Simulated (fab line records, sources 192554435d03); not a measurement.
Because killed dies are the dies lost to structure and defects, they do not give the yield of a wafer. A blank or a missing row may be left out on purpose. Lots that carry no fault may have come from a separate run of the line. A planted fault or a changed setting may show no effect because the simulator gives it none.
Chamber matching    flow n5_finfet    N5_BEOL_M4_STRIP_19 on rie_diel-05 has 4 sister chambers
The step strips in O2. 14 wafers are shown with their chamber, then 7 later ones without.

WAFERS WITH THEIR CHAMBER
wafer   chamber  drypump_motor_current_A (A)  throttle_valve_pct (%)  showerhead_plenum_p_Torr (Torr)
L075.3  2        5.3                          16.66                   2.14
L075.4  3        6.3                          16.57                   2.09
L075.5  0        5.8                          16.83                   2.12
L076.1  0        5.9                          16.86                   2.12
L076.2  2        5.3                          16.69                   2.14
L076.5  2        5.3                          16.69                   2.14
L078.2  0        5.9                          16.83                   2.12
L078.5  3        6.3                          16.59                   2.09
L078.6  0        5.9                          16.85                   2.11
L079.2  2        5.3                          16.70                   2.14
L079.3  3        6.3                          16.59                   2.09
L079.4  0        5.9                          16.84                   2.11
L081.2  3        6.3                          16.59                   2.08
L081.3  1        5.7                          16.93                   2.11

SIGNATURES, as means of the wafers listed above
reading                   chamber 0  chamber 1  chamber 2  chamber 3  scatter within a chamber
drypump_motor_current_A   5.880      5.700      5.300      6.300      0.0283
throttle_valve_pct        16.8420    16.9300    16.6850    16.5850    0.0137
showerhead_plenum_p_Torr  2.1160     2.1100     2.1400     2.0875     0.00442
Rule: a wafer's distance from a chamber is the root of the sum, over the readings, of the square of ((its reading less the chamber's mean) divided by the reading's scatter). If the next closest chamber is less than 2 further off than the closest, the wafer can't be placed; otherwise it belongs to the closest. The scatter: the root of (the sum of the squares of (reading less its chamber's mean) over the shown wafers, divided by (wafers less chambers)).

WAFERS MISSING THEIR CHAMBER
wafer   drypump_motor_current_A (A)  throttle_valve_pct (%)  showerhead_plenum_p_Torr (Torr)
L081.4  5.9                          16.84                   2.11
L094.2  5.3                          16.75                   2.13
L094.4  6.3                          16.66                   2.07
L094.5  5.7                          17.01                   2.10
L097.1  5.9                          16.92                   2.10
L097.4  5.7                          16.99                   2.10
L097.6  5.7                          16.99                   2.10

WHICH CHAMBER EACH ONE RAN IN
wafer   from the rows above      in truth
L081.4  0                        0
L094.2  2                        2
L094.4  3                        3
L094.5  1                        1
L097.1  can't be placed: 0 or 1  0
L097.4  1                        1
L097.6  1                        1
Placed correctly: 6 of 7. From these rows, 1 cannot be placed; in 1 the true chamber is one of the candidates. Placed wrongly: 0.
